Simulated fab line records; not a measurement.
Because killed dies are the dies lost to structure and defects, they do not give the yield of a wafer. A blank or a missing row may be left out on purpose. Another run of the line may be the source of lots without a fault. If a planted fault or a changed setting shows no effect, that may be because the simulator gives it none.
Which tool is to blame? + flow nand-harc + 6 lots, 18 wafers sampled, at 2 steps of a route of 1302

WHAT EACH GAUGE READ, for each wafer
NHARC_A_M1_OVL_MEAS_10: pitch 240 nm.
| lot  | measured     | on         | overlay-x-nm (nm) |
|------|--------------|------------|-------------------|
| L805 | day 23 14:32 | overlay-01 | -0.9 -0.2 -0.7    |
| L810 | day 25 17:17 | overlay-02 | 0.0 0.0 0.0       |
| L819 | day 29 01:13 | overlay-01 | 0.1 1.0 0.7       |
| L823 | day 30 02:40 | overlay-01 | -2.1 -1.4 -1.3    |
| L822 | day 30 10:21 | overlay-02 | 0.5 0.1 0.4       |
| L825 | day 31 20:47 | overlay-01 | -0.6 -0.7 -1.3    |

WHAT TOOL EACH LOT RAN ON (gives the tool, then ch and the chambers of the sampled wafers, and finally the start)
| lot  | NHARC_A_M0_PVD_20                       |
|------|-----------------------------------------|
| L805 | pvd-sputter-03, day 23 14:32 or earlier |
| L810 | pvd-sputter-02, day 25 17:17 or earlier |
| L819 | pvd-sputter-02, day 29 01:13 or earlier |
| L823 | pvd-sputter-01, day 30 02:40 or earlier |
| L822 | pvd-sputter-03, day 30 10:21 or earlier |
| L825 | pvd-sputter-01, day 31 20:47 or earlier |
- NHARC_A_M0_PVD_20: deposits TaN, target thk 5 nm, time 8.06 s.

THE ANSWER, worked out from the rows above alone
Rule: what is usual is taken from the lots themselves. The widest of any qualifying gaps counts: lots, ordered by their means at a reading, are off when they make up no more than a third of the lots, leave a main group of 4 or more, and stand apart from it by 3 or more times the standard deviation of that group's means. Not used: any main group whose means are identical at the precision the tables above print for the reading. Also off: a lot with no number at a reading for which 4 or more lots have one. The other lots that the step has rows for count as sound.
None of the lots is off at any reading shown; this tells nothing.

WHAT THE SIMULATOR HAD PUT IN
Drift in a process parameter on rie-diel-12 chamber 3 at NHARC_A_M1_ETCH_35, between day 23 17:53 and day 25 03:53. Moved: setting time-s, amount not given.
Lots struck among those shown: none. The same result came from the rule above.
